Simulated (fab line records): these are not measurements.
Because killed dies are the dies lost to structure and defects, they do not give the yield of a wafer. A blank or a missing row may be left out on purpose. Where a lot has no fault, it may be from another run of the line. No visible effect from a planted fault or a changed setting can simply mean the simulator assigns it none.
Chamber matching | flow nand-harc | NHARC_P_GATE_STRIP_101 on rie-diel-09 has 4 sister chambers
The step strips in O2, time 20 s. 14 wafers are shown with their chamber, then 7 later ones without.

## WAFERS WITH THEIR CHAMBER
wafer  | chamber | showerhead-plenum-p-Torr (Torr) | drypump-motor-current-A (A) | oes-product-au (a.u.)
L076.4 | 2       | 3.62                            | 6.1                         | 1.001
L076.5 | 3       | 3.50                            | 5.8                         | 1.002
L076.6 | 1       | 3.47                            | 5.3                         | 1.000
L077.2 | 2       | 3.62                            | 6.2                         | 1.012
L077.3 | 3       | 3.50                            | 5.8                         | 1.014
L077.6 | 2       | 3.62                            | 6.1                         | 1.002
L080.3 | 0       | 3.71                            | 5.9                         | 1.008
L080.5 | 1       | 3.47                            | 5.3                         | 0.994
L080.6 | 0       | 3.71                            | 5.9                         | 0.996
L081.1 | 2       | 3.62                            | 6.1                         | 0.984
L081.4 | 0       | 3.71                            | 5.9                         | 0.995
L081.6 | 0       | 3.71                            | 5.9                         | 0.992
L089.1 | 0       | 3.71                            | 5.9                         | 0.997
L089.2 | 2       | 3.61                            | 6.1                         | 1.002

SIGNATURES, as means of the wafers listed above
reading                  | chamber 0 | chamber 1 | chamber 2 | chamber 3 | scatter within a chamber
showerhead-plenum-p-Torr | 3.7100    | 3.4700    | 3.6180    | 3.5000    | 0.00283
drypump-motor-current-A  | 5.900     | 5.300     | 6.120     | 5.800     | 0.0283
oes-product-au           | 0.99760   | 0.99700   | 1.00020   | 1.00800   | 0.00805
Rule: a wafer's distance from a chamber is the root of the sum, over the readings, of the square of ((its reading less the chamber's mean) divided by the reading's scatter). The wafer belongs to the nearest chamber; if the next one is less than 2 further off, it can't be placed. The scatter: the root of (the sum of the squares of (reading less its chamber's mean) over the shown wafers, divided by (wafers less chambers)).

## WAFERS WITH NO CHAMBER GIVEN
wafer  | showerhead-plenum-p-Torr (Torr) | drypump-motor-current-A (A) | oes-product-au (a.u.)
L089.4 | 3.50                            | 5.8                         | 1.002
L090.2 | 3.71                            | 6.0                         | 1.001
L090.3 | 3.61                            | 6.1                         | 0.997
L090.5 | 3.50                            | 5.8                         | 0.998
L092.2 | 3.71                            | 5.9                         | 1.001
L092.3 | 3.50                            | 5.8                         | 0.989
L092.5 | 3.61                            | 6.1                         | 0.990

## THE CHAMBER EACH PASSED THROUGH
wafer  | from the rows above | in truth
L089.4 | 3                   | 3
L090.2 | 0                   | 0
L090.3 | 2                   | 2
L090.5 | 3                   | 3
L092.2 | 0                   | 0
L092.3 | 3                   | 3
L092.5 | 2                   | 2
7 of 7 placed correctly. From these rows, 0 cannot be placed. 0 placed wrongly.
